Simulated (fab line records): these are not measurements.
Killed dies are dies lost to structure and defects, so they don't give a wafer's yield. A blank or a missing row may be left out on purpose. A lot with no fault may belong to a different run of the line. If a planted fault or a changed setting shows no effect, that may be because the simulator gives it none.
Matching of chambers / flow n5-finfet / N5_BEOL_M0_SAQP_DESCUM_19 on rie-diel-05 has 4 sister chambers
The step chemistry O2, time 7.9 s. 8 wafers are shown with their chamber, then 7 later ones without.

== WAFERS PAIRED WITH THEIR CHAMBERS ==
wafer=L079.4; chamber=3; throttle-valve-pct (%)=20.20; drypump-motor-current-A (A)=5.7
wafer=L081.3; chamber=1; throttle-valve-pct (%)=20.33; drypump-motor-current-A (A)=5.5
wafer=L081.6; chamber=1; throttle-valve-pct (%)=20.33; drypump-motor-current-A (A)=5.6
wafer=L085.2; chamber=3; throttle-valve-pct (%)=20.22; drypump-motor-current-A (A)=5.8
wafer=L085.3; chamber=2; throttle-valve-pct (%)=20.27; drypump-motor-current-A (A)=6.1
wafer=L085.4; chamber=0; throttle-valve-pct (%)=20.63; drypump-motor-current-A (A)=5.0
wafer=L086.2; chamber=0; throttle-valve-pct (%)=20.64; drypump-motor-current-A (A)=5.0
wafer=L086.3; chamber=2; throttle-valve-pct (%)=20.28; drypump-motor-current-A (A)=6.1

== WAFERS MISSING THEIR CHAMBER ==
wafer=L086.4; throttle-valve-pct (%)=20.21; drypump-motor-current-A (A)=5.8
wafer=L089.1; throttle-valve-pct (%)=20.29; drypump-motor-current-A (A)=6.1
wafer=L089.2; throttle-valve-pct (%)=20.36; drypump-motor-current-A (A)=5.6
wafer=L089.4; throttle-valve-pct (%)=20.23; drypump-motor-current-A (A)=5.7
wafer=L097.4; throttle-valve-pct (%)=20.30; drypump-motor-current-A (A)=6.1
wafer=L097.5; throttle-valve-pct (%)=20.40; drypump-motor-current-A (A)=5.6
wafer=L097.6; throttle-valve-pct (%)=20.70; drypump-motor-current-A (A)=5.0

== THE CHAMBER EACH PASSED THROUGH ==
wafer=L086.4; from the rows above=3; in truth=3
wafer=L089.1; from the rows above=2; in truth=2
wafer=L089.2; from the rows above=1; in truth=1
wafer=L089.4; from the rows above=3; in truth=3
wafer=L097.4; from the rows above=2; in truth=2
wafer=L097.5; from the rows above=1; in truth=1
wafer=L097.6; from the rows above=0; in truth=0
7 of 7 placed correctly. Left unplaced by these rows: 0. Placed wrongly: 0.
How it was worked out, from the rows above alone: a wafer's distance from a chamber is the root of the sum, over the readings, of the square of ((its reading less the chamber's mean) divided by the reading's scatter). The wafer belongs to the nearest chamber; if the next one is less than 2 further off, it can't be placed. A chamber's mean is the mean of its shown wafers. The scatter is the square root of a quotient: the sum, over the shown wafers, of each reading's squared deviation from its chamber's mean, divided by wafers minus chambers.
